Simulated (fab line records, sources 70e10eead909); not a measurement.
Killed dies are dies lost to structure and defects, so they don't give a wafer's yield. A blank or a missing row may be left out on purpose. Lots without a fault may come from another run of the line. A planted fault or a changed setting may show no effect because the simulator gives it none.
Chamber matching | flow nand_harc | NHARC_A_CHANNEL_FILL_D2_ALD_25 on ald_hk-01: 4 sister chambers
The step deposits SiOx, target thk 60 nm, pulse time 10 s, ald cycles 600. 8 wafers are shown with their chamber, then 9 later ones without.

WAFERS WITH THEIR CHAMBER
wafer  | chamber | heater_power_w (W) | precursor_pulse_height_rel
L080.5 | 3       | 459                | 0.998
L082.3 | 0       | 453                | 1.003
L085.2 | 3       | 458                | 1.023
L085.3 | 0       | 460                | 0.984
L085.4 | 2       | 469                | 0.995
L087.2 | 1       | 447                | 0.989
L087.4 | 2       | 452                | 0.989
L087.5 | 1       | 446                | 1.006

WAFERS WITHOUT THEIR CHAMBER
wafer  | heater_power_w (W) | precursor_pulse_height_rel
L094.1 | 452                | 0.967
L094.4 | 453                | 1.007
L094.5 | 449                | 1.019
L093.3 | 471                | 1.015
L093.5 | 465                | 1.003
L093.6 | 452                | 1.009
L096.1 | 452                | 0.985
L096.5 | 455                | 0.998
L096.6 | 449                | 0.974

WHICH CHAMBER EACH WENT THROUGH
wafer  | from the rows above               | in truth
L094.1 | can't be placed: 0 or 2 or 1 or 3 | 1
L094.4 | can't be placed: 3 or 0 or 1 or 2 | 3
L094.5 | can't be placed: 3 or 1 or 0 or 2 | 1
L093.3 | can't be placed: 3 or 2 or 0      | 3
L093.5 | can't be placed: 2 or 3 or 0 or 1 | 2
L093.6 | can't be placed: 3 or 1 or 0 or 2 | 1
L096.1 | can't be placed: 0 or 1 or 2 or 3 | 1
L096.5 | can't be placed: 0 or 2 or 3 or 1 | 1
L096.6 | can't be placed: 1 or 0 or 2 or 3 | 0
Placed correctly: 0 of 9. Can't be placed from these rows: 9 (the true chamber is among the candidates in 9). Placed wrongly: 0.
How it was worked out, from the rows above alone: a wafer's distance from a chamber is the root of the sum, over the readings, of the square of ((its reading less the chamber's mean) divided by the reading's scatter). The wafer belongs to the nearest chamber; if the next one is less than 2 further off, it can't be placed. A chamber's mean is the mean of its shown wafers. The scatter: the root of (the sum of the squares of (reading less its chamber's mean) over the shown wafers, divided by (wafers less chambers)).
